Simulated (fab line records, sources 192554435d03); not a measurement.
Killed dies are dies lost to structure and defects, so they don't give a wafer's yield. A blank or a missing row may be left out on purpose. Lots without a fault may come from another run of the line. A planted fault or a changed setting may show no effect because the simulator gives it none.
Chamber matching | flow n5_finfet | N5_BEOL_M4_DEP_57 on pecvd-04: 3 sister chambers
The step deposits SiCN from 3MS/NH3, target thk 8 nm, time 14 s. 22 wafers are shown with their chamber, then 11 later ones without.

WAFERS WITH THEIR CHAMBER
wafer  | chamber | throttle_valve_pct (%) | showerhead_plenum_p_Torr (Torr)
L081.2 | 2       | 8.8                    | 3.666
L081.5 | 0       | 9.5                    | 3.660
L081.6 | 1       | 8.5                    | 3.660
L082.1 | 1       | 8.5                    | 3.662
L082.4 | 1       | 8.5                    | 3.653
L082.5 | 0       | 9.7                    | 3.662
L084.1 | 1       | 8.7                    | 3.660
L084.3 | 0       | 9.9                    | 3.664
L084.4 | 1       | 8.4                    | 3.664
L085.3 | 1       | 8.6                    | 3.652
L085.5 | 0       | 9.9                    | 3.664
L085.6 | 2       | 8.5                    | 3.668
L088.1 | 2       | 8.8                    | 3.669
L088.2 | 1       | 8.4                    | 3.664
L088.4 | 0       | 9.6                    | 3.662
L092.2 | 0       | 9.6                    | 3.658
L092.3 | 2       | 9.0                    | 3.669
L092.4 | 2       | 8.8                    | 3.668
L089.1 | 0       | 9.5                    | 3.661
L089.2 | 1       | 8.6                    | 3.651
L089.4 | 1       | 8.3                    | 3.660
L091.1 | 0       | 9.7                    | 3.656

SIGNATURES (means of the wafers above)
reading                  | chamber 0 | chamber 1 | chamber 2 | scatter within a chamber
throttle_valve_pct       | 9.675     | 8.500     | 8.780     | 0.149
showerhead_plenum_p_Torr | 3.66087   | 3.65844   | 3.66800   | 0.00376
Rule: a wafer's distance from a chamber is the root of the sum, over the readings, of the square of ((its reading less the chamber's mean) divided by the reading's scatter). The wafer belongs to the nearest chamber; if the next one is less than 2 further off, it can't be placed. The scatter: the root of (the sum of the squares of (reading less its chamber's mean) over the shown wafers, divided by (wafers less chambers)).

WAFERS WITHOUT THEIR CHAMBER
wafer  | throttle_valve_pct (%) | showerhead_plenum_p_Torr (Torr)
L091.2 | 8.8                    | 3.668
L091.3 | 8.6                    | 3.661
L091.4 | 9.5                    | 3.668
L091.5 | 8.5                    | 3.663
L091.6 | 8.7                    | 3.671
L093.4 | 9.0                    | 3.680
L093.5 | 8.5                    | 3.670
L093.6 | 9.8                    | 3.667
L096.3 | 8.4                    | 3.667
L096.5 | 8.8                    | 3.676
L096.6 | 8.6                    | 3.656

WHICH CHAMBER EACH WENT THROUGH
wafer  | from the rows above     | in truth
L091.2 | 2                       | 2
L091.3 | can't be placed: 1 or 2 | 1
L091.4 | 0                       | 0
L091.5 | can't be placed: 1 or 2 | 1
L091.6 | 2                       | 2
L093.4 | 2                       | 2
L093.5 | can't be placed: 2 or 1 | 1
L093.6 | 0                       | 0
L096.3 | can't be placed: 1 or 2 | 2
L096.5 | 2                       | 2
L096.6 | 1                       | 1
Placed correctly: 7 of 11. Can't be placed from these rows: 4 (the true chamber is among the candidates in 4). Placed wrongly: 0.
